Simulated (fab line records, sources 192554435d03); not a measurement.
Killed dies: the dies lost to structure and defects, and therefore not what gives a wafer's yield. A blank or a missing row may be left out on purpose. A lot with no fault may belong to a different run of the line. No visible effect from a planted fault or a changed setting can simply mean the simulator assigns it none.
fab line records | flow n5-finfet
record: lots: 5 wafers: 12 last-day: 17
route steps=1938 shown BEOL_M4@1099 BEOL_M5@1112 BEOL_M12@1653 PASSIVATION@1936
lots that met no fault: from a run of the same line without faults
start-h: start of the lot's first displayed wafer, in hours after the record's first day | wait-h: time in hours since the lot's previous step | " the same as in the row above | L1.1+2: several wafers, shown together as one row | - no value, or no start given | * or withheld: withheld | < > ~ a bound
route shown NAME@n: NAME is a module with steps in the file, n the number in the route of the first one | usual: average and standard deviation across the fault-free wafers | same: alike in all rows | chamber/n: place in a boat | sites: per-site readings | _std_site: how widely they spread, as a standard deviation | _edge_site: outer sites' mean less inner sites' | radius-mm: for every site, how far away it sits from the centre of the wafer | mask NAME#n: copy n | behind: the last tool/chamber to shape the wafer | hold: the reason the lot was held/the length of the hold in hours/how it ended | device: the n, p or np transistor that did not switch | end of line: the route-end tests of the same wafers | a step given without rows: its recipe and nothing more | killed: not the wafer's yield, but the dies lost to structure and defects at the first sort | map: a wafer's dies, x killed, . not, _ none there
set.NAME: the setting the step ran with; set.NAME@STEP: the setting that earlier step ran with | model.NAME: the simulator's own value behind a step, which no gauge read
certain route steps with their lots: each step a table, each wafer a row
services: from which hour (start-h, from the record's first day; less than 0 if before it) a tool's chamber was out of use, for how many hours, and why
== steps ==
step: N5_BEOL_M4_ANNEAL_95
recipe: temp-c: 400 time-s: 240 ambient: vacuum
step: N5_BEOL_M4_SPUTTER_96
recipe: material: Cu target-thk-a: 45 temp-c: -20 chamber-pressure-pa: 0.07 power-w: withheld time-s: 8.29
step: N5_BEOL_M4_ECD_50
recipe: material: Cu target-thk-a: 3000
step: N5_BEOL_M4_ANNEAL_51
recipe: temp-c: 225 time-s: 90 ambient: N2
step: N5_BEOL_M4_CMP_52
recipe: stop-on: SiOC t-overpolish-s: 6.8 down-force-psi: 1 platen-rpm: 50 clearing-platen-down-force-psi: 1.5 clearing-platen-rpm: 50 post-cmp-clean: cu-alkaline target-thk-nm: 40 clearing-platen-pad-velocity-m-s: 0.99484 pad-velocity-m-s: 0.99484
step: N5_BEOL_M4_PRE_CLEAN_60
recipe: gas: NH3/H2 time-s: 15 temp-c: * rf-power-w: 300
step: N5_BEOL_M4_CO_CAP_55
recipe: material: Co target-thk-a: 20 temp-c: 200 precursor: CCTBA/H2 pressure-torr: 30 time-s: 102.1
step: N5_BEOL_M4_PRE_CLEAN_56
recipe: gas: NH3 time-s: 15 temp-c: withheld rf-power-w: 300
step: N5_BEOL_M4_DEP_57
recipe: material: SiCN target-thk-a: 80 temp-c: withheld precursor: 3MS/NH3 pressure-torr: 3 rf-w: 202 time-s: 14
step: N5_BEOL_M4_RC_MEAS_101
usual: DIBL_N: 36.5/1.4 DIBL_P: 36.5/1.6 IOFF_N: 0.163/0.022 IOFF_P: 0.219/0.029 ION_N: 675/8.3 ION_P: 464/6.2 SS_N: 71.5/0.52 SS_P: 73.4/0.57 VT_N: 249.7/2.6 VT_P: -250/3
columns lot.wafer tool chamber start-h wait-h DIBL_N[mV/V] DIBL_P[mV/V] IOFF_N[nA/um] IOFF_P[nA/um] ION_N[uA/um] ION_P[uA/um] SS_N[mV/dec] SS_P[mV/dec] VT_N[mV] VT_P[mV]
L511.1 prober-02 0 201.60 0.0 37.2 36.7 0.175 0.217 675 462 71.6 74.2 249.6 -253
L511.5 " 0 " " 38.3 38.0 0.198 0.237 681 470 71.6 74.3 247.6 -250
L510.1 prober-02 0 211.17 0.0 38.2 38.6 0.206 0.228 694 472 72.3 73.5 246.4 -249
L510.4 " 0 " " 38.0 38.5 0.187 0.234 682 462 72.1 74.0 247.6 -249
L513.1 prober-01 0 213.01 0.0 35.2 35.1 0.147 0.180 673 462 71.7 72.9 250.7 -253
L513.4 " 0 " " 36.8 37.2 0.177 0.200 680 461 72.1 73.4 246.7 -250
L526.2 prober-02 0 290.83 0.2 37.7 36.4 0.165 0.218 668 456 71.3 74.6 249.7 -251
L526.3 " 0 " " 37.4 36.4 0.161 0.229 673 466 71.7 73.8 249.1 -247
L526.4 " 0 " " 38.7 37.4 0.177 0.240 679 467 71.8 74.0 246.7 -248
L528.4 prober-02 0 310.83 0.5 34.2 35.8 0.136 0.198 681 470 71.7 73.1 250.4 -252
L528.5 " 0 " " 34.4 36.2 0.140 0.202 674 467 71.6 72.8 251.3 -250
L528.6 " 0 " " 33.5 35.1 0.131 0.191 666 466 70.4 72.6 252.4 -252
step: N5_BEOL_M5_ILD_DEP_00
recipe: material: SiCOH_lowk target-thk-a: 1406.4 temp-c: 300 precursor: DEMS/porogen pressure-torr: 5 rf-w: 500 time-s: 25.9
step: N5_BEOL_M5_CURE_79
recipe: temp-c: 385 time-s: 240 ambient: He/Ar material: SiCOH_lowk
step: N5_BEOL_M5_PECVD_70
recipe: material: SiO2 target-thk-a: 160 temp-c: 400 precursor: TEOS/O2 pressure-torr: 5.5 rf-w: 450 teos-flow-sccm: 53.8 gas: O2 flow-sccm: 3000 time-s: 18
step: N5_BEOL_M5_HM_DEP_02
recipe: material: TiN target-thk-a: 200 temp-c: 25 chamber-pressure-pa: 0.49996
step: N5_BEOL_M5_COAT_59
recipe: resist: SOC temp-c: 250 time-s: 60 spin-rpm: 1500 resist-thk-nm: 60
step: N5_BEOL_M5_COAT_60
recipe: resist: SiARC temp-c: 220 time-s: 60 spin-rpm: 1500 resist-thk-nm: 12
step: N5_BEOL_M5_COAT_71
recipe: resist: underlayer temp-c: 205 time-s: 60 spin-rpm: 1500 resist-thk-nm: 5
step: N5_BEOL_M5_COAT_05
recipe: resist: CAR-EUV spin-rpm: 1500 resist-thk-nm: 30
step: N5_BEOL_M5_EBR_07
recipe: solvent: PGMEA ebr-width-mm: 1.5
step: N5_BEOL_M5_SOFTBAKE_06
recipe: temp-c: 110 time-s: 60 resist: CAR-EUV
step: N5_BEOL_M5_EXPOSE_08
recipe: mask-id: M5 na: 0.33 source-shape: annular sigma-inner: 0.4 sigma-outer: 0.8 polarization: unpolarized target-cd-nm: 28 dose-mj: 35.75
step: N5_BEOL_M5_PEB_09
recipe: peb-temp-c: 100 peb-time-s: 60 resist: CAR-EUV
step: N5_BEOL_M5_DEVELOP_10
recipe: develop-time-s: 30 developer: TMAH resist: CAR-EUV rinse-liquid: surfactant-rinse dry: air-spin dev-temp-c: 23
step: N5_BEOL_M5_DESCUM_16
recipe: chemistry: O2 time-s: 7 source-power-w: 50 bias-power-w: 20 pressure-mtorr: 20 rf-frequency-hz: 2.712e+07 temp-c: 40 resist: CAR-EUV o2-flow-sccm: 225
step: N5_BEOL_M5_ETCH_72
recipe: chemistry: N2/H2 target: underlayer target-depth-a: 65 mask-material: CAR-EUV time-s: 5.2 ion-energy-ev: 200 pressure-mtorr: 30 source-w: 840 bias-w: 150 n2-flow-sccm: 200 h2-flow-sccm: 200 ends: cleared
step: N5_BEOL_M5_ETCH_61
recipe: chemistry: CF4 target: SiARC target-depth-a: 156 mask-material: CAR-EUV time-s: 26 ion-energy-ev: 80 pressure-mtorr: 40 source-w: 545 bias-w: 36 Ar_flow_sccm: 100 cf4-flow-sccm: 100 ends: cleared
step: N5_BEOL_M5_ETCH_62
recipe: chemistry: N2/H2 target: SOC target-depth-a: 750 overetch-a: 150 mask-material: SiARC temp-c: 40 time-s: 112.5 ion-energy-ev: 200 pressure-mtorr: 30 source-w: 840 bias-w: 150 n2-flow-sccm: 200 h2-flow-sccm: 200
step: N5_BEOL_M5_STRIP_63
recipe: chemistry: N2/H2 temp-c: 40 n2-flow-sccm: 200 h2-flow-sccm: 200 rf-frequency-hz: 6e+07
step: N5_BEOL_M5_STRIP_73
recipe: chemistry: N2/H2 temp-c: 40 n2-flow-sccm: 200 h2-flow-sccm: 200 rf-frequency-hz: 6e+07
step: N5_BEOL_M5_STRIP_64
recipe: chemistry: CF4 resist: SiARC power-w: 300 bias-power-w: 75 pressure-mtorr: 50 cf4-flow-sccm: 150 rf-frequency-hz: 6e+07
step: N5_BEOL_M5_HM_OPEN_17
recipe: chemistry: Cl2/BCl3 target-depth-a: 200 overetch-a: 60 target: TiN mask-material: SOC ion-energy-ev: 150 pressure-mtorr: 10 icp-w: 1000 bias-w: 126 Cl2_flow_sccm: 53.25 bcl3-flow-sccm: 21.75 Ar_flow_sccm: 25
step: N5_BEOL_M5_STRIP_19
recipe: chemistry: O2 power-w: 400 temp-c: 40 pressure-mtorr: 30 rf-frequency-hz: 6e+07 bias-power-w: 0 overash-fraction: 0.2 o2-flow-sccm: 225
step: N5_BEOL_M5_COAT_65
recipe: resist: SOC temp-c: 250 time-s: 60 spin-rpm: 1500 resist-thk-nm: 60
step: N5_BEOL_M5_COAT_66
recipe: resist: SiARC temp-c: 220 time-s: 60 spin-rpm: 1500 resist-thk-nm: 12
step: N5_BEOL_M12_CMP_49
recipe: stop-on: SiOC t-overpolish-s: 20.6 down-force-psi: 1 platen-rpm: 50 clearing-platen-down-force-psi: 1.5 clearing-platen-rpm: 50 post-cmp-clean: cu-alkaline target-thk-nm: 320 clearing-platen-pad-velocity-m-s: 0.99484 pad-velocity-m-s: 0.99484
usual: barrier-field-endpoint-s: 30.4/0.58 motor-current-A: 5.9/0.69 overpolish-run-s: 20.600/0.0082
columns lot.wafer tool chamber start-h wait-h barrier-field-endpoint-s motor-current-A overpolish-run-s
L511.1 cmp-03 1 273.67 0.3 61.9 5.2 4.298
L511.5 " 0 " " 30.9 6.3 20.603
L510.1 cmp-03 0 275.19 0.3 60.0 6.3 6.222
L510.4 " 3 " " 30.3 7.4 20.609
L513.1 cmp-03 1 278.36 0.3 60.7 5.1 5.489
L513.4 " 2 " " 30.8 7.0 20.618
L526.3 cmp-03 0 364.83 0.2 30.8 6.5 20.600
L526.2 " 1 " " 31.0 5.2 20.587
L526.4 " 2 " " 31.8 7.1 20.607
L528.4 cmp-04 1 376.91 0.3 30.5 5.9 20.602
L528.6 " 2 " " 29.8 5.8 20.605
L528.5 " 3 " " 30.4 5.3 20.596
step: N5_BEOL_M12_THK_MEAS_50
recipe: thk-meas-gauge: xrf reads: Cu_of_BEOL_M12_ECD_47
usual: M12_THK: 315/5.5
columns lot.wafer tool chamber start-h wait-h M12_THK[nm]
L511.1 film-metro-01 - 273.88 - 624
L511.5 " - " " 316
L510.1 film-metro-02 - 275.49 - 585
L510.4 " - " " 311
L513.1 film-metro-01 - 278.65 - 594
L513.4 " - " " 313
L526.2 film-metro-01 - 365.12 - 324
L526.3 " - " " 321
L526.4 " - " " 319
L528.4 film-metro-01 - 377.10 - 313
L528.5 " - " " 327
L528.6 " - " " 323
step: N5_BEOL_M12_INSPECT_55
recipe: inspect-instrument: darkfield mode: post-dep
usual: raw-defect-count: 66/23
columns lot.wafer tool chamber start-h wait-h raw-defect-count
L511.1 defect-inspect-01 - 274.03 0.0 4876
L511.5 " - " " 98
L510.1 defect-inspect-01 - 275.64 0.0 4853
L510.4 " - " " 62
L513.1 defect-inspect-02 - 278.80 0.0 4893
L513.4 " - " " 75
L526.2 defect-inspect-02 - 365.30 0.0 44
L526.3 " - " " 74
L526.4 " - " " 54
L528.4 defect-inspect-02 - 377.25 0.0 38
L528.5 " - " " 38
L528.6 " - " " 78
step: N5_PASSIVATION_PROBE_49
usual: defect-limited-yield: 91.2/1.6 killed_at_M0_to_M3: 33/11 killed_at_M4_up: 15/6.2 killed-at-contacts: 15/7.1 killed-at-front-end: 38/12 killed-at-other: 4/3.5 killed-dies: 104/19 killed-on-rim: 14/4 killed-open: 69/14 killed-short: 34/8.5 sort_bin_5_function: 5.2/0.99 sort_bin_6_memory: 3.3/0.77 sort-n-pass: 1076/19 sort-yield-pct: 91.2/1.6
same: gross-dies: 1180 killed-at-back-side: 0 sort_bin_4_leakage[%]: 0 sort_bin_8_speed[%]: 0
columns lot.wafer tool chamber start-h wait-h defect-limited-yield[%] killed_at_M0_to_M3 killed_at_M4_up killed-at-contacts killed-at-front-end killed-at-other killed-dies killed-on-rim killed-open killed-short sort_bin_5_function[%] sort_bin_6_memory[%] sort-n-pass sort-yield-pct[%]
L511.1 prober-01 - 310.05 0.0 0 36 1082 20 37 5 1180 152 85 32 5.8 3.9 0 0
L511.5 prober-01 - 310.25 0.2 87.8 41 28 20 55 0 144 22 106 38 7.4 4.5 1036 87.8
L510.1 prober-01 - 311.10 0.0 0 35 1078 19 47 1 1180 152 78 34 5.8 3.5 0 0
L510.4 prober-01 - 311.25 0.2 91.9 39 5 12 37 2 95 18 67 28 5.2 2.7 1085 91.9
L513.1 prober-01 - 315.90 0.0 0 27 1109 9 32 3 1180 152 48 38 3.6 3.2 0 0
L526.2 prober-01 - 398.85 0.1 90.0 35 17 18 36 12 118 16 67 49 5.7 3.8 1062 90.0
L526.3 prober-01 - 398.90 0.1 91.1 35 9 14 43 4 105 14 72 31 5.6 3.0 1075 91.1
L526.4 prober-01 - 398.95 0.2 91.9 25 11 4 51 5 96 13 61 34 4.8 3.0 1084 91.9
L528.4 prober-02 - 416.95 0.2 89.7 49 19 13 40 0 121 19 85 35 5.6 4.3 1059 89.7
L528.5 prober-02 - 417.00 0.2 89.6 38 33 17 31 4 123 18 85 38 6.3 4.0 1057 89.6
L528.6 prober-02 - 417.05 0.3 90.2 35 29 14 35 3 116 22 76 39 6.3 3.2 1064 90.2
killed by level:class
L511.1 BEOL_M12:area-cmp=1063 MOL_CONTACT_COAG:geometric-particle:open=15 STI_FIN_REVEAL:geometric-particle:open=11 GATE_CUT:geometric-particle:short=7 BEOL_M4:geometric-particle:open=7 BEOL_M0:geometric-particle:open=6 BEOL_M2:geometric-particle:open=6 MOL_CONTACT_COAG:geometric-particle:short=5
L511.5 STI_FIN_REVEAL:geometric-particle:open=23 MOL_CONTACT_COAG:geometric-particle:open=15 BEOL_M3:geometric-particle:open=10 BEOL_M4:geometric-particle:open=10 BEOL_M5:geometric-particle:open=10 BEOL_M1:geometric-particle:open=9 MOL_CONTACT_COAG:geometric-particle:short=5 BEOL_M0_SAQP:geometric-particle:short=5
L510.1 BEOL_M12:area-cmp=1068 STI_FIN_REVEAL:geometric-particle:open=14 MOL_CONTACT_COAG:geometric-particle:open=12 BEOL_M0_SAQP:geometric-particle:open=11 BEOL_M4:geometric-particle:open=8 BEOL_M0_SAQP:geometric-particle:short=8 MOL_CONTACT_COAG:geometric-particle:short=7 FIN_SAQP:geometric-particle:open=6
L510.4 STI_FIN_REVEAL:geometric-particle:open=11 BEOL_M2:geometric-particle:open=11 MOL_CONTACT_COAG:geometric-particle:open=10 BEOL_M1:geometric-particle:open=9 FIN_SAQP:geometric-particle:open=8 BEOL_M0_SAQP:geometric-particle:short=8 STI_FIN_REVEAL:geometric-particle:short=3 ILD0:geometric-particle:open=3
L513.1 BEOL_M12:area-cmp=1094 STI_FIN_REVEAL:geometric-particle:open=10 BEOL_M0_SAQP:geometric-particle:short=9 BEOL_M0_SAQP:geometric-particle:open=8 BEOL_M4:geometric-particle:short=8 MOL_CONTACT_COAG:geometric-particle:open=7 FIN_SAQP:geometric-particle:short=5 GATE_CUT:geometric-particle:short=5
L526.2 MOL_CONTACT_COAG:geometric-particle:open=11 FIN_SAQP:geometric-particle:short=9 BEOL_M2:geometric-particle:open=9 MOL_CONTACT_COAG:geometric-particle:short=7 GATE_CUT:geometric-particle:short=6 BEOL_M1:geometric-particle:open=6 BEOL_M0_SAQP:geometric-particle:short=5 BEOL_M3:geometric-particle:open=5
L526.3 FIN_SAQP:geometric-particle:open=14 MOL_CONTACT_COAG:geometric-particle:open=12 BEOL_M2:geometric-particle:open=9 FIN_SAQP:geometric-particle:short=7 BEOL_M1:geometric-particle:open=7 BEOL_M3:geometric-particle:open=7 STI_FIN_REVEAL:geometric-particle:open=6 BEOL_M0_SAQP:geometric-particle:short=5
L526.4 STI_FIN_REVEAL:geometric-particle:open=10 FIN_SAQP:geometric-particle:short=9 BEOL_M4:geometric-particle:open=7 GATE_CUT:geometric-particle:open=6 BEOL_M1:geometric-particle:open=6 FIN_SAQP:geometric-particle:open=5 GATE_CUT:geometric-particle:short=5 MOL_CONTACT_COAG:geometric-particle:open=4
L528.4 FIN_SAQP:geometric-particle:open=19 BEOL_M0_SAQP:geometric-particle:short=15 BEOL_M0_SAQP:geometric-particle:open=11 BEOL_M2:geometric-particle:open=11 BEOL_M4:geometric-particle:open=10 MOL_CONTACT_COAG:geometric-particle:open=8 BEOL_M1:geometric-particle:open=6 FIN_SAQP:geometric-particle:short=5
L528.5 BEOL_M4:geometric-particle:open=20 MOL_CONTACT_COAG:geometric-particle:open=12 BEOL_M2:geometric-particle:open=12 BEOL_M0_SAQP:geometric-particle:short=11 STI_FIN_REVEAL:geometric-particle:open=10 BEOL_M0_SAQP:geometric-particle:open=6 DUMMY_GATE:geometric-particle:open=5 MOL_CONTACT_COAG:geometric-particle:short=5
L528.6 BEOL_M4:geometric-particle:open=18 STI_FIN_REVEAL:geometric-particle:open=12 BEOL_M0_SAQP:geometric-particle:open=12 MOL_CONTACT_COAG:geometric-particle:open=8 BEOL_M0_SAQP:geometric-particle:short=8 BEOL_M1:geometric-particle:open=8 MOL_CONTACT_COAG:geometric-particle:short=6 BEOL_M4:geometric-particle:short=5
map L510.1 (x killed, . not)
_________________xxxxxxxxxxxx________________
______________xxxxxxxxxxxxxxxxxx_____________
___________xxxxxxxxxxxxxxxxxxxxxxxx__________
__________xxxxxxxxxxxxxxxxxxxxxxxxxx_________
________xxxxxxxxxxxxxxxxxxxxxxxxxxxxxx_______
_______xxxxxxxxxxxxxxxxxxxxxxxxxxxxxxxx______
______xxxxxxxxxxxxxxxxxxxxxxxxxxxxxxxxxx_____
_____xxxxxxxxxxxxxxxxxxxxxxxxxxxxxxxxxxxx____
____xxxxxxxxxxxxxxxxxxxxxxxxxxxxxxxxxxxxxx___
___xxxxxxxxxxxxxxxxxxxxxxxxxxxxxxxxxxxxxxxx__
___xxxxxxxxxxxxxxxxxxxxxxxxxxxxxxxxxxxxxxxx__
__xxxxxxxxxxxxxxxxxxxxxxxxxxxxxxxxxxxxxxxxxx_
__xxxxxxxxxxxxxxxxxxxxxxxxxxxxxxxxxxxxxxxxxx_
_xxxxxxxxxxxxxxxxxxxxxxxxxxxxxxxxxxxxxxxxxxxx
_xxxxxxxxxxxxxxxxxxxxxxxxxxxxxxxxxxxxxxxxxxxx
_xxxxxxxxxxxxxxxxxxxxxxxxxxxxxxxxxxxxxxxxxxxx
_xxxxxxxxxxxxxxxxxxxxxxxxxxxxxxxxxxxxxxxxxxxx
_xxxxxxxxxxxxxxxxxxxxxxxxxxxxxxxxxxxxxxxxxxxx
_xxxxxxxxxxxxxxxxxxxxxxxxxxxxxxxxxxxxxxxxxxxx
_xxxxxxxxxxxxxxxxxxxxxxxxxxxxxxxxxxxxxxxxxxxx
_xxxxxxxxxxxxxxxxxxxxxxxxxxxxxxxxxxxxxxxxxxxx
__xxxxxxxxxxxxxxxxxxxxxxxxxxxxxxxxxxxxxxxxxx_
__xxxxxxxxxxxxxxxxxxxxxxxxxxxxxxxxxxxxxxxxxx_
___xxxxxxxxxxxxxxxxxxxxxxxxxxxxxxxxxxxxxxxx__
___xxxxxxxxxxxxxxxxxxxxxxxxxxxxxxxxxxxxxxxx__
____xxxxxxxxxxxxxxxxxxxxxxxxxxxxxxxxxxxxxx___
_____xxxxxxxxxxxxxxxxxxxxxxxxxxxxxxxxxxxx____
______xxxxxxxxxxxxxxxxxxxxxxxxxxxxxxxxxx_____
_______xxxxxxxxxxxxxxxxxxxxxxxxxxxxxxxx______
________xxxxxxxxxxxxxxxxxxxxxxxxxxxxxx_______
__________xxxxxxxxxxxxxxxxxxxxxxxxxx_________
___________xxxxxxxxxxxxxxxxxxxxxxxx__________
______________xxxxxxxxxxxxxxxxxx_____________
_________________xxxxxxxxxxxx________________
map L511.1 (x killed, . not)
_________________xxxxxxxxxxxx________________
______________xxxxxxxxxxxxxxxxxx_____________
___________xxxxxxxxxxxxxxxxxxxxxxxx__________
__________xxxxxxxxxxxxxxxxxxxxxxxxxx_________
________xxxxxxxxxxxxxxxxxxxxxxxxxxxxxx_______
_______xxxxxxxxxxxxxxxxxxxxxxxxxxxxxxxx______
______xxxxxxxxxxxxxxxxxxxxxxxxxxxxxxxxxx_____
_____xxxxxxxxxxxxxxxxxxxxxxxxxxxxxxxxxxxx____
____xxxxxxxxxxxxxxxxxxxxxxxxxxxxxxxxxxxxxx___
___xxxxxxxxxxxxxxxxxxxxxxxxxxxxxxxxxxxxxxxx__
___xxxxxxxxxxxxxxxxxxxxxxxxxxxxxxxxxxxxxxxx__
__xxxxxxxxxxxxxxxxxxxxxxxxxxxxxxxxxxxxxxxxxx_
__xxxxxxxxxxxxxxxxxxxxxxxxxxxxxxxxxxxxxxxxxx_
_xxxxxxxxxxxxxxxxxxxxxxxxxxxxxxxxxxxxxxxxxxxx
_xxxxxxxxxxxxxxxxxxxxxxxxxxxxxxxxxxxxxxxxxxxx
_xxxxxxxxxxxxxxxxxxxxxxxxxxxxxxxxxxxxxxxxxxxx
_xxxxxxxxxxxxxxxxxxxxxxxxxxxxxxxxxxxxxxxxxxxx
_xxxxxxxxxxxxxxxxxxxxxxxxxxxxxxxxxxxxxxxxxxxx
_xxxxxxxxxxxxxxxxxxxxxxxxxxxxxxxxxxxxxxxxxxxx
_xxxxxxxxxxxxxxxxxxxxxxxxxxxxxxxxxxxxxxxxxxxx
_xxxxxxxxxxxxxxxxxxxxxxxxxxxxxxxxxxxxxxxxxxxx
__xxxxxxxxxxxxxxxxxxxxxxxxxxxxxxxxxxxxxxxxxx_
__xxxxxxxxxxxxxxxxxxxxxxxxxxxxxxxxxxxxxxxxxx_
___xxxxxxxxxxxxxxxxxxxxxxxxxxxxxxxxxxxxxxxx__
___xxxxxxxxxxxxxxxxxxxxxxxxxxxxxxxxxxxxxxxx__
____xxxxxxxxxxxxxxxxxxxxxxxxxxxxxxxxxxxxxx___
_____xxxxxxxxxxxxxxxxxxxxxxxxxxxxxxxxxxxx____
______xxxxxxxxxxxxxxxxxxxxxxxxxxxxxxxxxx_____
_______xxxxxxxxxxxxxxxxxxxxxxxxxxxxxxxx______
________xxxxxxxxxxxxxxxxxxxxxxxxxxxxxx_______
__________xxxxxxxxxxxxxxxxxxxxxxxxxx_________
___________xxxxxxxxxxxxxxxxxxxxxxxx__________
______________xxxxxxxxxxxxxxxxxx_____________
_________________xxxxxxxxxxxx________________
== services ==
columns tool chamber start-h hours kind
cmp-03 - 269.07 4.0 pm
cmp-03 - 273.07 - consumable-replace:conditioner
cmp-03 - 273.07 - consumable-replace:pad
cmp-03 - 290.07 0.6 repair
cmp-04 - 357.89 7.3 pm
cmp-04 - 372.27 4.0 pm
cmp-04 - 376.27 - consumable-replace:conditioner
cmp-04 - 376.27 - consumable-replace:pad
== key ==
first-sign: step: N5_BEOL_M12_CMP_49 reading: overpolish-run-s direction: down sigmas: 99+ usual: 20.600 struck: 5.336
effect: step: N5_BEOL_M12_CMP_49 reading: barrier-field-endpoint-s direction: up sigmas: 53 usual: 30.4 struck: 60.9
effect: step: N5_BEOL_M12_THK_MEAS_50 reading: M12_THK direction: up sigmas: 52 usual: 315 struck: 601
effect: step: N5_BEOL_M12_INSPECT_55 reading: raw-defect-count direction: up sigmas: 99+ usual: 66 struck: 4874
effect: step: N5_PASSIVATION_PROBE_49 reading: killed_at_M4_up direction: up sigmas: 99+ usual: 15 struck: 1090
more-kills-born-at: N5_BEOL_M12_CMP_49@cmp-03: 3225
met-at N5_BEOL_M12_CMP_49
struck-wafers L510.1,L511.1,L513.1
later-rows-left-out L510.1,L511.1,L513.1
fault: kind: process-parameter-drift tool: cmp-03 chamber: - onset-h: 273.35 steps: N5_BEOL_M12_CMP_49 channel: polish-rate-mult offset: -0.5 shape: step end-h: 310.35 scope: struck-wafers-only
later-rows-left-out: the simulator's readings of these wafers behind a module that went badly wrong aren't trusted and aren't shown, but for the sort
